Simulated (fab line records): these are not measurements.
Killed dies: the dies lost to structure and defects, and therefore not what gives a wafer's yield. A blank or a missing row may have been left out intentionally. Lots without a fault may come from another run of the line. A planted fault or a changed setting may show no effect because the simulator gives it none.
Matching of chambers -- flow n5-finfet -- N5_BEOL_M13_ETCH_68 on rie-diel-02: 4 sister chambers
The step etches SOC in N2/H2, time 355 s. 4 wafers are shown with their chamber, then 11 later ones without.

WAFERS, EACH WITH ITS CHAMBER
wafer,chamber,showerhead-plenum-p-Torr (Torr)
L086.3,1,2.57
L089.3,3,2.45
L089.5,0,2.46
L088.1,2,2.61

WAFERS WITHOUT THEIR CHAMBER
wafer,showerhead-plenum-p-Torr (Torr)
L088.2,2.44
L088.4,2.46
L090.2,2.61
L090.3,2.44
L090.6,2.44
L093.3,2.46
L093.4,2.44
L093.5,2.44
L092.1,2.61
L092.2,2.46
L092.6,2.44

EACH ONE'S CHAMBER
wafer,from the rows above,in truth
L088.2,can't be placed: 3 or 0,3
L088.4,can't be placed: 0 or 3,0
L090.2,2,2
L090.3,can't be placed: 3 or 0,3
L090.6,can't be placed: 3 or 0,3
L093.3,can't be placed: 0 or 3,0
L093.4,can't be placed: 3 or 0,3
L093.5,can't be placed: 3 or 0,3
L092.1,2,2
L092.2,can't be placed: 0 or 3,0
L092.6,can't be placed: 3 or 0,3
Placed correctly: 2 of 11. These rows do not allow placing 9 (true chamber among the candidates in 9). Wrongly placed: 0.
How it was worked out, from the rows above alone: a wafer's distance from a chamber is the root of the sum, over the readings, of the square of ((its reading less the chamber's mean) divided by the reading's scatter). The wafer belongs to the nearest chamber; if the next one is less than 2 further off, it can't be placed. Each chamber's mean is taken over the wafers shown for it. The scatter: root of mean squared gap, hidden wafer to nearest shown wafer, with one shown wafer a chamber.
